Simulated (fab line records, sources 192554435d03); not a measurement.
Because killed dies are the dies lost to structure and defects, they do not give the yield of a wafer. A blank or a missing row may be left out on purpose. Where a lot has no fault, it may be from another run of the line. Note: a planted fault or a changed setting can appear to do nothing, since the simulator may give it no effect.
Matching of chambers || flow n5 finfet || N5_FIN_SAQP_ETCH_51 on rie diel-05: 4 sister chambers
The step etches SiARC in CF4, target depth 45.5 nm, time 75.8 s. 16 wafers are shown with their chamber, then 8 later ones without.

## WAFERS PAIRED WITH THEIR CHAMBERS
{"wafer": "L075.1", "chamber": 1, "drypump motor current A (A)": 6.6, "showerhead plenum p Torr (Torr)": 2.05, "throttle valve pct (%)": 16.00}
{"wafer": "L075.4", "chamber": 0, "drypump motor current A (A)": 5.3, "showerhead plenum p Torr (Torr)": 1.99, "throttle valve pct (%)": 15.72}
{"wafer": "L075.5", "chamber": 3, "drypump motor current A (A)": 5.1, "showerhead plenum p Torr (Torr)": 2.15, "throttle valve pct (%)": 15.59}
{"wafer": "L076.2", "chamber": 2, "drypump motor current A (A)": 5.4, "showerhead plenum p Torr (Torr)": 2.05, "throttle valve pct (%)": 15.60}
{"wafer": "L076.3", "chamber": 1, "drypump motor current A (A)": 6.6, "showerhead plenum p Torr (Torr)": 2.05, "throttle valve pct (%)": 16.01}
{"wafer": "L076.6", "chamber": 0, "drypump motor current A (A)": 5.3, "showerhead plenum p Torr (Torr)": 1.99, "throttle valve pct (%)": 15.74}
{"wafer": "L078.1", "chamber": 1, "drypump motor current A (A)": 6.6, "showerhead plenum p Torr (Torr)": 2.05, "throttle valve pct (%)": 16.03}
{"wafer": "L078.2", "chamber": 2, "drypump motor current A (A)": 5.5, "showerhead plenum p Torr (Torr)": 2.05, "throttle valve pct (%)": 15.62}
{"wafer": "L078.6", "chamber": 1, "drypump motor current A (A)": 6.6, "showerhead plenum p Torr (Torr)": 2.05, "throttle valve pct (%)": 16.02}
{"wafer": "L079.1", "chamber": 2, "drypump motor current A (A)": 5.4, "showerhead plenum p Torr (Torr)": 2.05, "throttle valve pct (%)": 15.62}
{"wafer": "L079.3", "chamber": 3, "drypump motor current A (A)": 5.1, "showerhead plenum p Torr (Torr)": 2.15, "throttle valve pct (%)": 15.61}
{"wafer": "L079.5", "chamber": 2, "drypump motor current A (A)": 5.4, "showerhead plenum p Torr (Torr)": 2.05, "throttle valve pct (%)": 15.64}
{"wafer": "L087.2", "chamber": 1, "drypump motor current A (A)": 6.6, "showerhead plenum p Torr (Torr)": 2.04, "throttle valve pct (%)": 16.06}
{"wafer": "L087.4", "chamber": 0, "drypump motor current A (A)": 5.3, "showerhead plenum p Torr (Torr)": 1.98, "throttle valve pct (%)": 15.78}
{"wafer": "L087.6", "chamber": 3, "drypump motor current A (A)": 5.1, "showerhead plenum p Torr (Torr)": 2.14, "throttle valve pct (%)": 15.64}
{"wafer": "L091.4", "chamber": 0, "drypump motor current A (A)": 5.3, "showerhead plenum p Torr (Torr)": 1.98, "throttle valve pct (%)": 15.79}

SIGNATURES, as means of the wafers listed above
{"reading": "drypump motor current A", "chamber 0": 5.300, "chamber 1": 6.600, "chamber 2": 5.425, "chamber 3": 5.100, "scatter within a chamber": 0.025}
{"reading": "showerhead plenum p Torr", "chamber 0": 1.9850, "chamber 1": 2.0480, "chamber 2": 2.0500, "chamber 3": 2.1467, "scatter within a chamber": 0.00453}
{"reading": "throttle valve pct", "chamber 0": 15.7575, "chamber 1": 16.0240, "chamber 2": 15.6200, "chamber 3": 15.6133, "scatter within a chamber": 0.0249}
Rule: a wafer lies at a distance from a chamber equal to the root of the sum of squares, over the readings, of (its reading less the chamber's mean, divided by the reading's scatter). If the next closest chamber is less than 2 further off than the closest, the wafer can't be placed; otherwise it belongs to the closest. The scatter: take each reading less its chamber's mean, square it, sum over the shown wafers, divide by the number of wafers less the number of chambers, and take the root.

## WAFERS WITHOUT THEIR CHAMBER
{"wafer": "L091.5", "drypump motor current A (A)": 5.3, "showerhead plenum p Torr (Torr)": 1.98, "throttle valve pct (%)": 15.80}
{"wafer": "L091.6", "drypump motor current A (A)": 6.6, "showerhead plenum p Torr (Torr)": 2.04, "throttle valve pct (%)": 16.07}
{"wafer": "L093.1", "drypump motor current A (A)": 6.6, "showerhead plenum p Torr (Torr)": 2.04, "throttle valve pct (%)": 16.07}
{"wafer": "L093.3", "drypump motor current A (A)": 5.5, "showerhead plenum p Torr (Torr)": 2.04, "throttle valve pct (%)": 15.67}
{"wafer": "L093.4", "drypump motor current A (A)": 5.1, "showerhead plenum p Torr (Torr)": 2.14, "throttle valve pct (%)": 15.68}
{"wafer": "L094.1", "drypump motor current A (A)": 5.4, "showerhead plenum p Torr (Torr)": 2.03, "throttle valve pct (%)": 15.67}
{"wafer": "L094.3", "drypump motor current A (A)": 5.2, "showerhead plenum p Torr (Torr)": 2.14, "throttle valve pct (%)": 15.67}
{"wafer": "L094.6", "drypump motor current A (A)": 5.3, "showerhead plenum p Torr (Torr)": 1.98, "throttle valve pct (%)": 15.80}

## WHICH CHAMBER EACH WENT THROUGH
{"wafer": "L091.5", "from the rows above": 0, "in truth": 0}
{"wafer": "L091.6", "from the rows above": 1, "in truth": 1}
{"wafer": "L093.1", "from the rows above": 1, "in truth": 1}
{"wafer": "L093.3", "from the rows above": 2, "in truth": 2}
{"wafer": "L093.4", "from the rows above": 3, "in truth": 3}
{"wafer": "L094.1", "from the rows above": 2, "in truth": 2}
{"wafer": "L094.3", "from the rows above": 3, "in truth": 3}
{"wafer": "L094.6", "from the rows above": 0, "in truth": 0}
8 of 8 placed correctly. Left unplaced by these rows: 0. Number placed wrongly: 0.
